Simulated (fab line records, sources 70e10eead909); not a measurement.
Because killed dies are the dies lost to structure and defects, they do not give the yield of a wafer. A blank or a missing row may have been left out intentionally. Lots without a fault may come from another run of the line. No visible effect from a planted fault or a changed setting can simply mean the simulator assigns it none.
The tool behind it: which one? ; flow nand-harc ; route of 1302 steps, sampled at 1 step: 14 lots, 42 wafers

## WHAT EACH GAUGE READ, for each wafer
NHARC_P_GATE_CD_MEAS_46: target cd 720 nm.
lot;measured;on;cd-nm (nm)
L622;day 4 18:13;cd-sem-02;719.7 720.2 719.7
L621;day 4 19:01;cd-sem-02;719.9 722.5 719.7
L623;day 5 10:52;cd-sem-03;720.3 721.1 719.4
L624;day 5 13:02;cd-sem-02;720.5 720.3 721.8
L625;day 6 02:38;cd-sem-03;720.9 720.2 720.9
L626;day 6 22:00;cd-sem-03;718.9 719.4 720.9
L628;day 7 18:13;cd-sem-03;721.7 721.6 720.5
L631;day 8 11:41;cd-sem-03;721.4 720.8 720.3
L630;day 8 12:19;cd-sem-01;720.9 720.2 719.2
L632;day 9 03:47;cd-sem-02;720.2 719.8 719.5
L633;day 9 08:31;cd-sem-03;720.0 721.0 721.2
L636;day 10 16:26;cd-sem-02;720.5 720.3 721.2
L637;day 11 04:25;cd-sem-03;722.3 720.3 721.3
L639;day 12 04:35;cd-sem-01;719.7 718.0 717.9

## WHICH TOOL RAN EACH LOT (tool, then ch and the chambers of the sampled wafers, then the start)
Record: no process step prior to these readings.

## WHAT THE TOOLS THEMSELVES READ (means of the sampled wafers that have a number; where no wafer has one, the mark that the record gives instead)
The record holds no such reading with a usual standard deviation.

## THE ANSWER, worked out from the rows above alone
Rule: the usual values come from the lots themselves. The widest of any qualifying gaps counts: lots, ordered by their means at a reading, are off when they make up no more than a third of the lots, leave a main group of 4 or more, and stand apart from it by 3 or more times the standard deviation of that group's means. Not used: any main group whose means are identical at the precision the tables above print for the reading. A lot without any number at a reading at which 4 lots or more have one is off too. All remaining lots with rows at the step are treated as sound. Order of review: gauges by route order, followed by the tools' own readings, for which a lot's mean as printed above is used. The first step at which some lot is off is used, and at that step the reading that is off furthest; a lot without a number counts as furthest.
Across all readings shown, no lot is off: no conclusion can be drawn from this.

## WHAT THE SIMULATOR HAD PUT IN
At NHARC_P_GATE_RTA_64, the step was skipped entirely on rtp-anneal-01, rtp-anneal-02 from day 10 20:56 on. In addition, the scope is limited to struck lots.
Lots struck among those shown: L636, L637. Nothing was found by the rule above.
